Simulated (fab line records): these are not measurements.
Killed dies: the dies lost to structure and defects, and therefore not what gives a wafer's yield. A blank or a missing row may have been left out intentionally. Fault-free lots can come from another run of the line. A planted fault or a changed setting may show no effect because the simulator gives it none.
Split-lot experiment	flow n5Finfet	39 wafers read across 7 lots, on a route 1938 steps long

SPLIT DETAILS
At N5_DUMMY_GATE_ETCH_44 (etches poly-Si in HBr/O2, stops on SiO2, target depth 127.5 nm), the setting targetDepthA was moved away from the recipe's 1275 angstrom on 15 of the 39 wafers read, by -32.8% to +54.0%. All remaining wafers had this setting at the recipe value.

The reading comes from the split's own step.

THE READING
oesProductAu, in a.u., at N5_DUMMY_GATE_ETCH_44 (etches poly-Si in HBr/O2, stops on SiO2, target depth 127.5 nm). A value of 0.721 a.u. with a standard deviation of 0.011 a.u. is what fault-free wafers of this fab line usually give.

wafer	tool, chamber at the split	targetDepthA as run, angstrom	against the recipe	oesProductAu, a.u.	against lot-mates on the recipe
L079.1	rieSi-02, 1	918.3	-28.0%	0.864	+0.144
L079.2	rieSi-02, 0	918.3	-28.0%	0.853	+0.133
L079.3	rieSi-02, 3	1275	recipe	0.716	-
L079.4	rieSi-02, 2	1275	recipe	0.718	-
L079.5	rieSi-02, 2	1275	recipe	0.725	-
L079.6	rieSi-02, 3	918.3	-28.0%	0.855	+0.135
L082.1	rieSi-05, 1	1275	recipe	0.697	-
L082.2	rieSi-05, 2	1275	recipe	0.721	-
L082.3	rieSi-05, 0	1275	recipe	0.714	-
L082.4	rieSi-05, 2	1275	recipe	0.721	-
L082.5	rieSi-05, 0	1275	recipe	0.706	-
L082.6	rieSi-05, 1	1275	recipe	0.705	-
L085.1	rieSi-02, 1	1275	recipe	0.728	-
L085.2	rieSi-02, 0	1275	recipe	0.735	-
L085.3	rieSi-02, 3	856.9	-32.8%	0.891	+0.163
L085.4	rieSi-02, 2	856.9	-32.8%	0.886	+0.158
L085.5	rieSi-02, 2	856.9	-32.8%	0.880	+0.152
L085.6	rieSi-02, 1	1275	recipe	0.720	-
L091.1	rieSi-02, 0	1275	recipe	0.740	-
L091.2	rieSi-02, 3	1275	recipe	0.736	-
L091.3	rieSi-02, 1	1800	+41.2%	0.622	-0.116
L091.4	rieSi-02, 2	1800	+41.2%	0.622	-0.116
L091.5	rieSi-02, 1	1275	recipe	0.737	-
L091.6	rieSi-02, 2	1800	+41.2%	0.629	-0.109
L093.2	rieSi-04, 2	1275	recipe	0.710	-
L093.4	rieSi-04, 3	1275	recipe	0.712	-
L093.6	rieSi-04, 1	1275	recipe	0.750	-
L094.1	rieSi-05, 2	976.9	-23.4%	0.819	+0.109
L094.2	rieSi-05, 1	1275	recipe	0.698	-
L094.3	rieSi-05, 0	1275	recipe	0.706	-
L094.4	rieSi-05, 3	1275	recipe	0.726	-
L094.5	rieSi-05, 1	976.9	-23.4%	0.825	+0.115
L094.6	rieSi-05, 0	976.9	-23.4%	0.807	+0.097
L095.1	rieSi-04, 3	1964	+54.0%	0.589	-0.131
L095.2	rieSi-04, 2	1275	recipe	0.720	-
L095.3	rieSi-04, 0	1275	recipe	0.724	-
L095.4	rieSi-04, 1	1964	+54.0%	0.618	-0.102
L095.5	rieSi-04, 0	1275	recipe	0.717	-
L095.6	rieSi-04, 3	1964	+54.0%	0.597	-0.123

THE FIT
A straight line over all 39 wafers: oesProductAu changes by -0.00315 a.u. for each +1% of targetDepthA; r = -0.94; the points scatter about the line by 0.026 a.u.
The same after taking each lot's own level away (the mean of its wafers on the recipe; 39 wafers): -0.00325 a.u. for each +1%; r = -0.96; scatter 0.024 a.u.
That fit puts the effect of the largest move of targetDepthA on the reading at 0.18 a.u.
The lots' own levels span 0.7100 to 0.7377 a.u., that is 2.5 times the standard deviation above.
The two slopes are in agreement: the lot-to-lot level therefore moves the slope only a little.
Check: for one of the wafers moved furthest among these (+54.0%), held out of the fit, the line's prediction against its lot-mates is -0.165 a.u. Against them it came out at -0.131 a.u.
Tool readings at the split's step, against how far the setting was moved: oesProductAu r = -0.94.

OTHER SPLITS APPLIED TO THESE WAFERS
Note: prior to the reading, these wafers also went through further splits. Each is held against what the fit with the lots' levels taken away leaves over:
other split on the same wafers	wafers away from the commonest value	r with oesProductAu (lot level and that fit taken away)
N5_ZERO_LAYER_DEVELOP_10 developTimeS	12	+0.17
N5_FIN_SAQP_SPACER1_ALD_24 aldCycles	12	+0.30

THE FILE'S OWN FIT
oesProductAu changes by -0.00322 a.u. for each +1% of targetDepthA, r = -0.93.
